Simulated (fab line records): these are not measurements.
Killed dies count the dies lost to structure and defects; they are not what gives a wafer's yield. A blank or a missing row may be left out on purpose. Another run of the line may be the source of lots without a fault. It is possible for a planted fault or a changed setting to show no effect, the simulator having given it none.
Which tool did it? / flow nand harc / 18 wafers from 6 lots sampled at 2 of the route's 1302 steps

== WHAT THE GAUGES SHOWED, per wafer ==
NHARC_P_ZERO_WELL_CD_MEAS_37: the cd target is 720 nm.
lot=L484; measured=day 2 10:08; on=cd sem-02; cd nm (nm)=721.2 720.7 722.0
lot=L487; measured=day 3 16:05; on=cd sem-03; cd nm (nm)=719.3 718.7 718.4
lot=L489; measured=day 4 12:44; on=cd sem-02; cd nm (nm)=720.4 720.6 720.2
lot=L491; measured=day 5 08:32; on=cd sem-02; cd nm (nm)=738.7 739.6 738.9
lot=L502; measured=day 9 21:58; on=cd sem-01; cd nm (nm)=721.2 721.5 721.3
lot=L504; measured=day 10 18:05; on=cd sem-02; cd nm (nm)=720.1 719.2 720.6

== WHAT TOOL EACH LOT RAN ON (gives the tool, then ch and the chambers of the sampled wafers, and finally the start) ==
lot=L484; NHARC_P_ZERO_WELL_EXPOSE_34=krf scanner-01 ch 0, day 2 09:59
lot=L487; NHARC_P_ZERO_WELL_EXPOSE_34=krf scanner-01 ch 0, day 3 15:56
lot=L489; NHARC_P_ZERO_WELL_EXPOSE_34=krf scanner-02 ch 0, day 4 12:35
lot=L491; NHARC_P_ZERO_WELL_EXPOSE_34=krf scanner-01 ch 0, day 5 08:23
lot=L502; NHARC_P_ZERO_WELL_EXPOSE_34=krf scanner-01 ch 0, day 9 21:49
lot=L504; NHARC_P_ZERO_WELL_EXPOSE_34=krf scanner-01 ch 0, day 10 17:56
- NHARC_P_ZERO_WELL_EXPOSE_34: exposes mask P PWELL, target cd 720 nm.

== THE ANSWER, worked out from the rows above alone ==
Rule: the usual values come from the lots themselves. Put in order of their means at a reading, lots are off if they are a third of the lots or fewer, leave a main group of 4 or more, and stand apart from it by a gap of 3 or more times the standard deviation of the main group's means; of several such gaps the widest counts. A main group is skipped when, at the precision printed for the reading in the tables above, its means are all equal. A lot without any number at a reading at which 4 lots or more have one is off too. Any other lot the step has rows for is counted as sound.
Off: L491 (NHARC_P_ZERO_WELL_CD_MEAS_37, cd nm). The main group has a mean of 720.4 nm with a standard deviation of 0.94.
A tool fits if, at a process step before that reading, it ran every lot that is off, and no sound lot after the first of them. Those tools and the gauges at NHARC_P_ZERO_WELL_CD_MEAS_37 are tried in the same way. No candidate that was tried fits.

== WHAT THE SIMULATOR HAD PUT IN ==
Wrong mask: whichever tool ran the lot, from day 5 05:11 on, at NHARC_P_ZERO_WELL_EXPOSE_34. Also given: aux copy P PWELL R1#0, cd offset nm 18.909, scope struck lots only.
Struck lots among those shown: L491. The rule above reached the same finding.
